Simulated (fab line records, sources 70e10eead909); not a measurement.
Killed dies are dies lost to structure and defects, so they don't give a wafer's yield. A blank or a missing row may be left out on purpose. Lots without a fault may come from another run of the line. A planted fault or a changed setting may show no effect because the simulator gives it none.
fab line records | flow nand_harc
record lots=12 wafers=35 last_day=33
route steps=1302 shown P_BONDPAD@379 A_ZERO_WELL@405 A_ONON_D1@442 A_CHANNEL_HOLE_D1@466 END@1302
lots that met no fault: from a run of the same line without faults
start_h: hours from the record's first day to the start of the lot's first wafer shown | wait_h: hours since the lot's step before | " the same as in the row above | L1.1+2: a row that stands for several wafers | - no value, or no start given | * or withheld: withheld | < > ~ a bound
route shown NAME@n: a module of which the file shows steps, and the number in the route of the first | usual: mean/standard deviation of fault-free wafers | same: alike in all rows | chamber/n: place in a boat | sites: the reading at each site | _std_site: their standard deviation | _edge_site: outer sites' mean less inner sites' | radius_mm: how far each site lies from the wafer's centre | mask NAME#n: copy n | behind: the tool/chamber that last shaped the wafer | hold: why the lot was held/for how many hours/how that ended | device: the transistor (n, p or np) that didn't switch | end of line: the same wafers' tests at the end of the route | a step without rows: its recipe alone | killed: dies lost to structure and defects at the first sort, not the wafer's yield | map: a wafer's dies, x killed, . not, _ none there
set.NAME: the setting as run; set.NAME@STEP: as run at that earlier step | model.NAME: the simulator's own value behind a step, which no gauge read
steps of the route over a sample of lots; a table a step, a row a wafer
services: from which hour (start_h, from the record's first day; less than 0 if before it) a tool's chamber was out of use, for how many hours, and why
## steps
# step NHARC_P_BONDPAD_ANNEAL_28
# recipe temp_c=225 time_s=90
# usual wafer_temp_C_max=226.15/0.28
# columns lot.wafer tool chamber start_h wait_h wafer_temp_C_max
L174.2 rtp_anneal-01 0 140.75 0.4 226.12
L174.4 " 0 " " 226.29
L174.5 " 0 " " 226.30
L173.3 rtp_anneal-02 0 141.36 - 226.18
L173.4 " 0 " " 226.34
L173.6 " 0 " " 226.21
L178.5 rtp_anneal-01 0 182.06 - 225.73
L178.6 " 0 " " 225.85
L179.2 rtp_anneal-01 0 202.18 - 226.29
L179.3 " 0 " " 226.02
L179.6 " 0 " " 225.99
L180.1 rtp_anneal-02 0 205.86 0.3 226.13
L180.4 " 0 " " 225.84
L180.6 " 0 " " 226.19
L185.2 rtp_anneal-01 0 260.94 0.4 225.72
L185.5 " 0 " " 225.99
L185.6 " 0 " " 226.10
L187.1 rtp_anneal-01 0 285.76 - 226.47
L187.2 " 0 " " 226.23
L187.4 " 0 " " 225.64
L189.1 rtp_anneal-02 0 296.95 0.4 226.15
L189.3 " 0 " " 226.40
L189.5 " 0 " " 226.77
L191.1 rtp_anneal-02 0 316.19 0.3 226.13
L191.4 " 0 " " 226.07
L191.5 " 0 " " 226.18
L193.2 rtp_anneal-01 0 336.44 0.5 225.96
L193.3 " 0 " " 226.21
L193.4 " 0 " " 226.52
L195.4 rtp_anneal-02 0 363.25 - 226.37
L195.5 " 0 " " 226.36
L195.6 " 0 " " 226.34
L196.2 rtp_anneal-01 0 364.18 0.4 225.97
L196.4 " 0 " " 226.35
L196.6 " 0 " " 226.11
# step NHARC_A_ZERO_WELL_ETCH_13
# recipe target_depth_a=1200 time_s=40.1 hbr_flow_sccm=150 cl2_flow_sccm=50 rf_w=400 icp_w=400 bias_w=100 chemistry=HBr/Cl2
# usual drypump_motor_current_A=5.8/0.32 oes_product_au=1.002/0.0093 throttle_valve_pct=26.407/0.0083
# columns lot.wafer tool chamber start_h wait_h drypump_motor_current_A oes_product_au rf_hours_counter_h throttle_valve_pct
L174.2 rie_si-06 1 143.30 - 5.9 0.998 0.37 26.396
L174.4 " 2 " " 6.3 1.001 0.31 26.405
L174.5 " 1 " " 5.9 1.004 - 26.416
L173.4 rie_si-02 0 143.88 - 5.8 0.983 0.23 26.401
L173.3 " 2 " " 5.8 1.004 0.21 26.422
L173.6 " 0 " " 5.8 0.985 - 26.411
L178.6 rie_si-02 2 184.35 - 5.8 1.005 - 26.414
L178.5 " 3 " " 5.6 0.997 - 26.417
L179.3 rie_si-03 2 204.71 - 5.1 1.002 0.93 26.410
L179.2 " 3 " " 5.5 0.999 1.02 26.404
L179.6 " 0 " " 5.4 1.018 - 26.397
L180.1 rie_si-02 2 208.40 - 5.8 0.997 0.78 26.404
L180.4 " 1 " " 6.2 0.998 0.78 26.399
L180.6 " 3 " " 5.5 0.983 - 26.408
L185.2 rie_si-06 0 263.46 - 6.0 0.988 0.00 26.411
L185.6 " 2 " " 6.3 1.001 - 26.408
L185.5 " 3 " " 5.7 1.000 - 26.405
L187.4 rie_si-03 3 288.33 - 5.5 1.012 0.49 26.402
L187.2 " 1 " " 5.0 0.994 0.36 26.402
L187.1 " 2 " " 5.2 0.991 0.46 26.408
L189.3 rie_si-06 3 299.50 - 5.8 1.010 0.24 26.395
L189.1 " 2 " " 6.3 1.001 0.29 26.407
L189.5 " 3 " " 5.8 1.008 - 26.412
L191.4 rie_si-06 0 318.71 - 5.9 0.988 0.39 26.402
L191.1 " 3 " " 5.8 1.004 0.42 26.416
L191.5 " 0 " " 6.0 1.001 - 26.404
L193.4 rie_si-06 1 338.86 - 5.9 1.008 0.53 26.410
L193.2 " 2 " " 6.3 0.991 0.45 26.405
L193.3 " 0 " " 6.0 1.000 0.53 26.413
L195.4 rie_si-06 0 365.73 - 5.9 0.984 0.72 26.418
L195.6 " 3 " " 5.7 1.002 - 26.388
L195.5 " 0 " " 6.0 0.995 - 26.404
L196.2 rie_si-02 2 366.71 - 5.8 1.005 0.47 26.410
L196.4 " 0 " " 5.8 0.997 - 26.423
L196.6 " 1 " " 6.1 1.005 - 26.397
# step NHARC_A_ONON_D1_DEP_25
# recipe target_thk_a=10000 n2_flow_sccm=2750 n2o_flow_sccm=2000 nh3_flow_sccm=500 sih4_flow_sccm=210 temp_c=400
# columns lot.wafer tool chamber start_h wait_h
L174.2+4+5 pecvd_onon-04 0 176.87 0.1
L173.3+4+6 pecvd_onon-01 0 176.96 0.2
L178.5+6 pecvd_onon-01 0 218.91 0.3
L180.1+4+6 pecvd_onon-03 0 241.23 0.1
L179.2+3+6 pecvd_onon-01 0 241.64 0.1
L185.2+5+6 pecvd_onon-03 0 301.94 0.1
L187.1+2+4 pecvd_onon-01 0 321.06 0.1
L189.1+3+5 pecvd_onon-01 0 334.67 0.1
L191.1+4+5 pecvd_onon-04 0 354.48 0.1
L193.2+3+4 pecvd_onon-01 0 373.46 0.1
L196.2+4+6 pecvd_onon-01 0 398.85 0.1
L195.4+5+6 pecvd_onon-03 0 398.97 0.2
# step NHARC_A_ONON_D1_THK_MEAS_27
# recipe thk_meas_gauge=ellipsometry
# usual thk_nm=998/8.9
# columns lot.wafer tool chamber start_h wait_h hold thk_nm
L174.2 film_metro-02 - 177.33 - - 999
L174.4 " - " " - 998
L174.5 " - " " - 998
L173.3 film_metro-01 - 177.35 - - 1016
L173.4 " - " " - 1017
L173.6 " - " " - 1015
L178.5 film_metro-01 - 219.19 - await_dispo/0.2h/release 1309
L178.6 " - " " await_dispo/0.2h/release 1000
L178.5 film_metro-01 - 219.36 0.2 - 1309
L178.6 " - " " - 998
L180.1 film_metro-01 - 241.73 - - 1008
L180.4 " - " " - 1007
L180.6 " - " " - 1006
L179.2 film_metro-02 - 242.09 - await_dispo/0.2h/release 1312
L179.3 " - " " await_dispo/0.2h/release 1001
L179.6 " - " " await_dispo/0.2h/release 1001
L179.2 film_metro-02 - 242.26 0.2 - 1311
L179.3 " - " " - 1001
L179.6 " - " " - 1000
L185.2 film_metro-02 - 302.39 - - 1009
L185.5 " - " " - 1006
L185.6 " - " " - 1008
L187.1 film_metro-02 - 321.57 - - 992
L187.2 " - " " - 995
L187.4 " - " " - 995
L189.1 film_metro-02 - 335.18 - - 1003
L189.3 " - " " - 1002
L189.5 " - " " - 1002
L191.1 film_metro-01 - 354.99 - - 1000
L191.4 " - " " - 1002
L191.5 " - " " - 1001
L193.2 film_metro-01 - 373.91 - - 988
L193.3 " - " " - 990
L193.4 " - " " - 988
L195.4 film_metro-01 - 399.31 - - 1006
L195.5 " - " " - 1006
L195.6 " - " " - 1008
L196.2 film_metro-02 - 399.31 - - 978
L196.4 " - " " - 980
L196.6 " - " " - 980
# step NHARC_A_CHANNEL_HOLE_D1_ETCH_38
# recipe target_depth_a=390 over_etch_frac=0.3 time_s=65 ion_energy_ev=80 cf4_flow_sccm=150 ar_flow_sccm=0 rf_w=300 bias_w=100 chemistry=CF4
# usual drypump_motor_current_A=5.7/0.4 oes_product_au=1.002/0.011 rf_vpp_V=151.0/1.2 showerhead_plenum_p_Torr=1.74/0.081 throttle_valve_pct=13.284/0.0092
# columns lot.wafer tool chamber start_h wait_h drypump_motor_current_A oes_product_au rf_hours_counter_h rf_vpp_V showerhead_plenum_p_Torr throttle_valve_pct
L174.4 rie_diel-06 3 181.43 0.1 5.3 1.015 3 152.0 1.78 13.289
L174.2 " 2 " " 5.8 1.000 4 152.1 1.87 13.292
L174.5 " 3 " " 5.2 1.015 - 149.4 1.78 13.276
L173.4 rie_diel-13 1 181.59 0.1 5.9 1.001 3 149.9 1.74 13.282
L173.3 " 2 " " 5.2 0.995 4 152.1 1.84 13.285
L173.6 " 1 " " 5.9 1.006 - 151.9 1.74 13.281
L178.6 rie_diel-06 1 226.04 0.1 5.6 1.005 - 151.7 1.65 13.280
L180.4 rie_diel-06 1 248.50 0.1 5.5 1.005 10 149.9 1.65 13.286
L180.1 " 3 " " 5.3 1.015 8 152.1 1.78 13.295
L180.6 " 2 " " 5.8 1.018 - 152.8 1.87 13.299
L179.3 rie_diel-03 3 250.30 0.1 5.9 0.976 38 149.1 1.69 13.277
L179.6 " 0 " " 5.9 0.998 - 151.2 1.72 13.296
L185.2 rie_diel-03 2 307.05 0.1 5.9 0.994 5 151.0 1.81 13.296
L185.5 " 3 " " 5.9 0.978 - 150.7 1.68 13.287
L185.6 " 0 " " 5.9 1.006 - 150.5 1.72 13.264
L187.1 rie_diel-06 3 325.66 0.1 5.3 1.003 1 151.9 1.78 13.282
L187.2 " 0 " " 6.4 1.010 1 150.2 1.65 13.265
L187.4 " 1 " " 5.6 1.006 1 149.6 1.65 13.280
L189.3 rie_diel-06 2 339.14 0.1 5.8 1.016 2 152.1 1.87 13.291
L189.1 " 1 " " 5.5 1.014 3 148.7 1.65 13.288
L189.5 " 2 " " 5.8 1.001 - 153.0 1.87 13.279
L191.4 rie_diel-06 3 359.52 0.1 5.2 1.010 4 150.6 1.78 13.294
L191.1 " 0 " " 6.4 1.016 5 149.9 1.65 13.290
L191.5 " 2 " " 5.8 1.007 - 151.9 1.87 13.311
L193.4 rie_diel-06 2 379.45 0.1 5.8 1.006 5 152.8 1.87 13.287
L193.2 " 3 " " 5.3 1.012 5 150.6 1.78 13.271
L193.3 " 1 " " 5.5 1.009 5 149.5 1.65 13.276
L195.4 rie_diel-13 3 403.29 0.1 5.5 0.999 8 151.9 1.78 13.289
L195.5 " 3 " " 5.5 1.004 - 151.4 1.78 13.274
L195.6 " 0 " " 5.3 0.993 - 152.4 1.78 13.291
L196.4 rie_diel-06 0 405.19 0.1 6.4 1.004 8 148.8 1.65 13.294
L196.2 " 1 " " 5.5 1.005 8 150.5 1.65 13.269
L196.6 " 1 " " 5.5 0.997 - 150.4 1.65 13.283
# step NHARC_END_SORT_01
# recipe temp_c=25
# usual killed_at_array=56/18 killed_at_other=1.4/1.5 killed_at_periphery=4/3.1 killed_dies=61/19 killed_open=3.5/1.8 killed_short=2.4/1.4
# same gross_dies=677
# columns lot.wafer tool chamber start_h wait_h hold killed_at_array killed_at_other killed_at_periphery killed_dies killed_open killed_short
L174.2 prober-01 0 562.15 2.8 - 27 1 3 31 3 3
L174.4 prober-01 0 563.75 3.4 - 17 2 1 20 1 4
L174.5 prober-01 0 564.55 3.7 - 21 0 6 27 5 2
L173.3 prober-02 0 562.99 3.1 - 63 0 1 64 2 2
L173.4 prober-02 0 563.80 3.4 - 64 1 0 65 3 1
L173.6 prober-02 0 565.42 4.0 - 81 0 4 85 3 5
L178.5 prober-02 0 615.51 3.7 await_dispo/2.0h/release 675 1 1 677 5 0
L178.6 prober-02 0 616.31 4.0 await_dispo/2.0h/release 51 1 1 53 1 4
L180.1 prober-02 0 635.73 2.5 - 68 0 3 71 5 2
L180.4 prober-02 0 638.12 3.4 - 57 0 1 58 4 1
L180.6 prober-02 0 639.71 4.0 - 66 1 2 69 7 5
L179.2 prober-02 0 644.31 2.8 await_dispo/2.4h/release 668 3 6 677 4 4
L179.3 prober-02 0 645.10 3.1 await_dispo/2.4h/release 55 0 3 58 3 3
L179.6 prober-02 0 647.50 4.0 await_dispo/2.4h/release 52 1 9 62 4 1
L185.2 prober-01 0 709.54 2.8 - 75 0 5 80 3 2
L185.5 prober-01 0 711.92 3.7 - 72 0 4 76 2 5
L185.6 prober-01 0 712.71 4.0 - 80 0 3 83 3 4
L189.1 prober-01 0 721.77 2.5 - 54 1 7 62 1 1
L189.3 prober-01 0 723.37 3.1 - 68 3 2 73 3 3
L189.5 prober-01 0 724.97 3.7 - 64 1 7 72 4 0
L187.1 prober-02 0 729.28 2.5 - 50 1 4 55 2 2
L187.2 prober-02 0 730.06 2.8 - 52 1 3 56 6 6
L187.4 prober-02 0 731.63 3.3 - 48 4 3 55 4 1
L191.1 prober-02 0 738.62 2.5 - 79 2 0 81 2 2
L191.4 prober-02 0 740.99 3.4 - 83 0 2 85 4 4
L191.5 prober-02 0 741.78 3.7 - 78 1 0 79 3 3
L193.2 prober-01 0 771.17 2.8 - 99 4 1 104 1 1
L193.3 prober-01 0 771.97 3.1 - 93 4 1 98 3 5
L193.4 prober-01 0 772.76 3.4 - 78 0 2 80 0 4
L195.4 prober-01 0 790.54 3.4 - 61 2 5 68 3 2
L195.5 prober-01 0 791.34 3.7 - 97 4 2 103 5 3
L195.6 prober-01 0 792.14 4.0 - 83 2 5 90 2 2
L196.2 prober-02 0 799.47 2.8 - 39 0 0 39 4 6
L196.4 prober-02 0 801.08 3.4 - 26 0 2 28 2 1
L196.6 prober-02 0 802.69 4.0 - 29 0 1 30 0 4
# killed by level:class
L174.2 A_CHANNEL_HOLE_D2:chamber_film_flake=11 A_STAIRCASE:chamber_film_flake=9 P_ZERO_WELL:chamber_film_flake=2 A_ONON_D1:geometric_particle:short=1 A_CHANNEL_HOLE_D1:geometric_particle:short=1 A_ONON_D2:geometric_particle:open=1 A_WL_FILL:geometric_particle:short=1 A_WL_FILL:geometric_particle:open=1
L173.3 A_CHANNEL_HOLE_D1:chamber_film_flake=30 A_SLIT:chamber_film_flake=19 A_CONTACT:chamber_film_flake=3 A_CHANNEL_FILL_D1:chamber_film_flake=2 A_CHANNEL_HOLE_D2:chamber_film_flake=2 A_STAIRCASE:chamber_film_flake=2 A_ONON_D2:geometric_particle:open=1 A_CHANNEL_FILL_D2:geometric_particle:open=1
L174.4 A_STAIRCASE:chamber_film_flake=5 A_CHANNEL_HOLE_D2:chamber_film_flake=4 A_WL_FILL:geometric_particle:short=2 THIN_TSV:chamber_film_flake=2 A_ONON_D2:geometric_particle:open=1 A_ONON_D2:geometric_particle:short=1 A_CHANNEL_FILL_D2:geometric_particle:short=1 P_ZERO_WELL:chamber_film_flake=1
L173.4 A_CHANNEL_HOLE_D1:chamber_film_flake=34 A_SLIT:chamber_film_flake=19 A_CHANNEL_HOLE_D2:chamber_film_flake=2 A_ONON_D1:geometric_particle:short=1 A_CONTACT:geometric_particle:open=1 A_M0:geometric_particle:open=1 A_M1:geometric_particle:open=1 A_ZERO_WELL:chamber_film_flake=1
L174.5 A_CHANNEL_HOLE_D2:chamber_film_flake=6 A_STAIRCASE:chamber_film_flake=5 P_M0:chamber_film_flake=3 A_M0:geometric_particle:open=2 A_CONTACT:chamber_film_flake=2 P_GATE:geometric_particle:open=1 P_CONTACT:geometric_particle:open=1 A_ONON_D1:geometric_particle:short=1
L173.6 A_CHANNEL_HOLE_D1:chamber_film_flake=29 A_SLIT:chamber_film_flake=25 A_CHANNEL_HOLE_D2:chamber_film_flake=11 A_CONTACT:chamber_film_flake=6 P_GATE:geometric_particle:open=1 P_M0:geometric_particle:open=1 A_ONON_D1:geometric_particle:short=1 A_CHANNEL_FILL_D1:geometric_particle:short=1
L178.5 A_ONON_D1:area_dep=608 A_CHANNEL_HOLE_D2:chamber_film_flake=47 A_CHANNEL_HOLE_D1:chamber_film_flake=5 A_M1:chamber_film_flake=3 A_CHANNEL_FILL_D2:geometric_particle:open=2 A_CHANNEL_FILL_D2:chamber_film_flake=2 A_STAIRCASE:chamber_film_flake=2 A_CONTACT:chamber_film_flake=2
L178.6 A_CHANNEL_HOLE_D2:chamber_film_flake=31 A_STAIRCASE:chamber_film_flake=4 A_CHANNEL_HOLE_D1:chamber_film_flake=3 A_CONTACT:chamber_film_flake=3 A_CHANNEL_FILL_D2:chamber_film_flake=2 P_M1:geometric_particle:open=1 A_ONON_D1:geometric_particle:short=1 A_DECK1_JOINT:geometric_particle:short=1
L180.1 A_SLIT:chamber_film_flake=33 A_CHANNEL_HOLE_D2:chamber_film_flake=12 A_CONTACT:chamber_film_flake=8 A_WL_FILL:chamber_film_flake=3 P_CONTACT:geometric_particle:open=1 P_M0:geometric_particle:open=1 A_ONON_D1:geometric_particle:open=1 A_CHANNEL_FILL_D1:geometric_particle:short=1
L180.4 A_SLIT:chamber_film_flake=28 A_CONTACT:chamber_film_flake=7 A_CHANNEL_HOLE_D1:chamber_film_flake=4 A_CHANNEL_HOLE_D2:chamber_film_flake=4 A_STAIRCASE:chamber_film_flake=3 A_WL_FILL:chamber_film_flake=3 A_SGD_CUT:chamber_film_flake=2 A_ONON_D1:geometric_particle:open=1
L180.6 A_SLIT:chamber_film_flake=28 A_CHANNEL_HOLE_D2:chamber_film_flake=10 A_STAIRCASE:chamber_film_flake=5 A_CHANNEL_HOLE_D1:chamber_film_flake=3 A_WL_FILL:chamber_film_flake=3 A_CHANNEL_FILL_D1:geometric_particle:short=2 A_M0:geometric_particle:open=2 A_CHANNEL_FILL_D2:chamber_film_flake=2
L179.2 A_ONON_D1:area_dep=616 A_CHANNEL_HOLE_D2:chamber_film_flake=28 A_ZERO_WELL:chamber_film_flake=5 A_M1:chamber_film_flake=4 A_CHANNEL_HOLE_D1:chamber_film_flake=3 A_STAIRCASE:chamber_film_flake=3 THIN_TSV:chamber_film_flake=3 A_CHANNEL_HOLE_D2:geometric_particle:short=2
L179.3 A_CHANNEL_HOLE_D2:chamber_film_flake=34 A_CHANNEL_HOLE_D1:chamber_film_flake=7 A_ZERO_WELL:chamber_film_flake=3 A_CONTACT:chamber_film_flake=2 P_M0:geometric_particle:short=1 A_CHANNEL_FILL_D1:geometric_particle:open=1 A_ONON_D2:geometric_particle:open=1 A_ONON_D2:geometric_particle:short=1
L179.6 A_CHANNEL_HOLE_D2:chamber_film_flake=33 P_STI:chamber_film_flake=6 A_M1:chamber_film_flake=6 A_CONTACT:chamber_film_flake=4 P_M2:chamber_film_flake=2 A_STAIRCASE:chamber_film_flake=2 A_SLIT:chamber_film_flake=2 P_GATE:geometric_particle:short=1
L185.2 A_CHANNEL_HOLE_D1:chamber_film_flake=34 A_SLIT:chamber_film_flake=32 P_ZERO_WELL:chamber_film_flake=2 A_STAIRCASE:chamber_film_flake=2 P_M0:geometric_particle:open=1 P_M0:geometric_particle:short=1 A_ONON_D1:geometric_particle:short=1 A_ONON_D1:geometric_particle:open=1
L185.5 A_SLIT:chamber_film_flake=32 A_CHANNEL_HOLE_D1:chamber_film_flake=31 A_DECK1_JOINT:geometric_particle:short=2 P_M0:geometric_particle:short=1 P_M2:geometric_particle:short=1 A_STAIRCASE:geometric_particle:open=1 A_WL_FILL:geometric_particle:short=1 A_CONTACT:geometric_particle:open=1
L185.6 A_CHANNEL_HOLE_D1:chamber_film_flake=35 A_SLIT:chamber_film_flake=30 A_WL_FILL:chamber_film_flake=6 P_M0:geometric_particle:short=1 A_SOURCE_PLATE:geometric_particle:short=1 A_CHANNEL_HOLE_D1:geometric_particle:short=1 A_ONON_D2:geometric_particle:open=1 A_CHANNEL_HOLE_D2:geometric_particle:short=1
L189.1 A_SLIT:chamber_film_flake=28 A_CHANNEL_HOLE_D2:chamber_film_flake=17 P_GATE:chamber_film_flake=5 A_CHANNEL_HOLE_D1:chamber_film_flake=3 A_SGD_CUT:chamber_film_flake=2 A_WL_FILL:chamber_film_flake=2 P_M0:geometric_particle:open=1 STARTING-WAFER:geometric_particle:short=1
L189.3 A_SLIT:chamber_film_flake=31 A_CHANNEL_HOLE_D2:chamber_film_flake=16 A_CHANNEL_HOLE_D1:chamber_film_flake=10 A_CHANNEL_FILL_D2:chamber_film_flake=3 THIN_TSV:chamber_film_flake=2 P_CONTACT:geometric_particle:open=1 A_DECK1_JOINT:geometric_particle:open=1 A_WL_FILL:geometric_particle:short=1
L189.5 A_SLIT:chamber_film_flake=28 A_CHANNEL_HOLE_D2:chamber_film_flake=18 A_CHANNEL_HOLE_D1:chamber_film_flake=11 P_GATE:chamber_film_flake=6 P_M0:geometric_particle:open=1 A_SOURCE_PLATE:geometric_particle:open=1 A_CHANNEL_FILL_D1:geometric_particle:open=1 A_CHANNEL_FILL_D2:geometric_particle:open=1
L187.1 A_CHANNEL_HOLE_D2:chamber_film_flake=21 A_SLIT:chamber_film_flake=11 A_CHANNEL_HOLE_D1:chamber_film_flake=8 P_GATE:chamber_film_flake=3 A_STAIRCASE:chamber_film_flake=2 A_ONON_D1:geometric_particle:open=1 A_ONON_D2:geometric_particle:short=1 A_WL_FILL:geometric_particle:short=1
L187.2 A_CHANNEL_HOLE_D2:chamber_film_flake=15 A_CHANNEL_HOLE_D1:chamber_film_flake=11 A_SLIT:chamber_film_flake=10 A_BLC:chamber_film_flake=4 A_WL_FILL:geometric_particle:short=3 A_ONON_D2:geometric_particle:open=2 P_CONTACT:geometric_particle:short=1 A_ONON_D1:geometric_particle:short=1
L187.4 A_CHANNEL_HOLE_D2:chamber_film_flake=17 A_CHANNEL_HOLE_D1:chamber_film_flake=10 A_SLIT:chamber_film_flake=5 A_CONTACT:chamber_film_flake=5 A_STAIRCASE:chamber_film_flake=3 THIN_TSV:chamber_film_flake=3 A_BLC:chamber_film_flake=2 P_STI:geometric_particle:short=1
L191.1 A_CHANNEL_HOLE_D1:chamber_film_flake=35 A_SLIT:chamber_film_flake=31 A_CONTACT:chamber_film_flake=4 A_WL_FILL:chamber_film_flake=3 A_CHANNEL_HOLE_D2:geometric_particle:short=2 THIN_TSV:chamber_film_flake=2 A_ONON_D1:geometric_particle:open=1 A_ONON_D2:geometric_particle:open=1
L191.4 A_SLIT:chamber_film_flake=36 A_CHANNEL_HOLE_D1:chamber_film_flake=29 A_CONTACT:chamber_film_flake=4 A_STAIRCASE:chamber_film_flake=2 A_WL_FILL:chamber_film_flake=2 P_CONTACT:geometric_particle:short=1 A_DECK1_JOINT:geometric_particle:open=1 A_ONON_D2:geometric_particle:open=1
L191.5 A_SLIT:chamber_film_flake=33 A_CHANNEL_HOLE_D1:chamber_film_flake=29 A_WL_FILL:chamber_film_flake=3 A_CONTACT:chamber_film_flake=3 A_CHANNEL_FILL_D1:geometric_particle:short=1 A_DECK1_JOINT:geometric_particle:open=1 A_ONON_D2:geometric_particle:short=1 A_CHANNEL_HOLE_D2:geometric_particle:open=1
L193.2 A_SLIT:chamber_film_flake=32 A_CHANNEL_HOLE_D2:chamber_film_flake=31 A_CONTACT:chamber_film_flake=18 A_CHANNEL_HOLE_D1:chamber_film_flake=9 THIN_TSV:chamber_film_flake=4 A_DECK1_JOINT:chamber_film_flake=2 A_M0:chamber_film_flake=2 A_BONDPAD:chamber_film_flake=2
L193.3 A_SLIT:chamber_film_flake=36 A_CHANNEL_HOLE_D2:chamber_film_flake=24 A_CHANNEL_HOLE_D1:chamber_film_flake=11 A_CONTACT:chamber_film_flake=10 THIN_TSV:chamber_film_flake=4 A_CHANNEL_FILL_D1:geometric_particle:short=2 A_STAIRCASE:chamber_film_flake=2 P_GATE:geometric_particle:short=1
L193.4 A_SLIT:chamber_film_flake=24 A_CHANNEL_HOLE_D2:chamber_film_flake=21 A_CHANNEL_HOLE_D1:chamber_film_flake=17 A_CONTACT:chamber_film_flake=8 A_STAIRCASE:chamber_film_flake=2 P_GATE:geometric_particle:short=1 A_CHANNEL_HOLE_D1:geometric_particle:short=1 A_CHANNEL_HOLE_D2:geometric_particle:short=1
L195.4 A_CHANNEL_HOLE_D2:chamber_film_flake=21 A_SLIT:chamber_film_flake=18 A_CHANNEL_HOLE_D1:chamber_film_flake=10 A_CONTACT:chamber_film_flake=6 P_GATE:chamber_film_flake=2 A_STAIRCASE:chamber_film_flake=2 P_GATE:geometric_particle:open=1 P_CONTACT:geometric_particle:open=1
L195.5 A_CHANNEL_HOLE_D2:chamber_film_flake=31 A_SLIT:chamber_film_flake=30 A_CHANNEL_HOLE_D1:chamber_film_flake=12 A_CONTACT:chamber_film_flake=11 THIN_TSV:chamber_film_flake=3 A_DECK1_JOINT:geometric_particle:short=2 A_DECK1_JOINT:chamber_film_flake=2 A_STAIRCASE:chamber_film_flake=2
L195.6 A_CHANNEL_HOLE_D2:chamber_film_flake=36 A_SLIT:chamber_film_flake=33 A_CHANNEL_HOLE_D1:chamber_film_flake=5 P_GATE:chamber_film_flake=2 A_DECK1_JOINT:chamber_film_flake=2 A_CONTACT:chamber_film_flake=2 THIN_TSV:chamber_film_flake=2 P_M0:geometric_particle:open=1
L196.2 A_SLIT:chamber_film_flake=10 A_CONTACT:chamber_film_flake=9 A_CHANNEL_FILL_D2:chamber_film_flake=4 A_ONON_D2:geometric_particle:open=2 A_CHANNEL_HOLE_D2:chamber_film_flake=2 A_STAIRCASE:chamber_film_flake=2 A_M0:chamber_film_flake=2 A_ONON_D1:geometric_particle:short=1
L196.4 A_SLIT:chamber_film_flake=9 A_CONTACT:chamber_film_flake=9 P_M2:geometric_particle:open=1 A_CHANNEL_HOLE_D2:geometric_particle:short=1 A_M1:geometric_particle:open=1 P_ZERO_WELL:chamber_film_flake=1 A_ZERO_WELL:chamber_film_flake=1 A_CHANNEL_FILL_D1:chamber_film_flake=1
L196.6 A_CONTACT:chamber_film_flake=10 A_SLIT:chamber_film_flake=9 A_CHANNEL_FILL_D2:chamber_film_flake=2 A_STAIRCASE:chamber_film_flake=2 A_ONON_D1:geometric_particle:short=1 A_CHANNEL_HOLE_D2:geometric_particle:short=1 A_SGD_CUT:geometric_particle:short=1 A_WL_FILL:geometric_particle:short=1
## services
# columns tool chamber start_h hours kind
rie_diel-06 - 130.20 9.0 pm
pecvd_onon-04 - 130.46 13.0 pm
rie_diel-06 0 154.93 4.5 repair
rie_diel-13 - 166.85 9.0 pm
rie_diel-06 3 199.18 2.7 repair
rie_si-03 - 221.00 9.0 pm
pecvd_onon-03 - 227.00 13.0 pm
rie_diel-13 - 228.64 1.2 repair
pecvd_onon-01 - 233.92 6.7 repair
rie_si-06 - 249.00 9.0 pm
pecvd_onon-01 - 269.15 13.0 pm
rie_si-02 - 277.00 9.0 pm
rie_si-06 3 284.73 2.6 repair
rie_si-06 2 289.18 5.9 repair
rie_si-02 3 291.86 2.7 repair
rie_diel-06 - 307.20 9.0 pm
rie_si-02 - 318.18 0.1 repair
rie_si-06 3 339.04 14.4 repair
rie_si-02 3 360.71 15.0 repair
rie_diel-06 1 367.21 3.6 repair
rtp_anneal-01 - 372.00 12.0 pm
rie_si-02 0 372.99 4.0 repair
rie_si-06 - 377.76 0.6 repair
rie_diel-06 1 391.73 7.9 repair
## key
first_sign step=NHARC_A_ONON_D1_THK_MEAS_27 reading=visit direction=added
effect step=NHARC_A_ONON_D1_THK_MEAS_27 reading=thk_nm direction=up sigmas=35 usual=998 struck=1311
effect step=NHARC_END_SORT_01 reading=killed_at_array direction=up sigmas=34 usual=56 struck=672
more_kills_born_at NHARC_A_ONON_D1_DEP_25@pecvd_onon-01=1224
met_at NHARC_A_ONON_D1_DEP_25
struck_lots L178,L179
struck_wafers L178.5,L179.2
later_rows_left_out L178.5,L179.2
tester_left_out L178,L179
not_acting_at NHARC_P_BONDPAD_ANNEAL_28,NHARC_A_ZERO_WELL_ETCH_13,NHARC_A_CHANNEL_HOLE_D1_ETCH_38
onset_between 176.96 218.91
fault kind=process_parameter_drift tool=pecvd_onon-01 chamber=- onset_h=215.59 steps=NHARC_A_ONON_D1_DEP_25 channel=target_thk_a offset=* shape=step end_h=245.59 scope=struck_wafers_only acts_in=* stated=*
# tester_left_out: of these lots the tester's yield and bins aren't shown, on N5 and GAA mostly nor the transistor test; their killed dies are dies lost to structure and defects alone, not to doping, threshold or leakage, so they don't give the yield
# later_rows_left_out: the simulator's readings of these wafers behind a module that went badly wrong aren't trusted and aren't shown, but for the sort
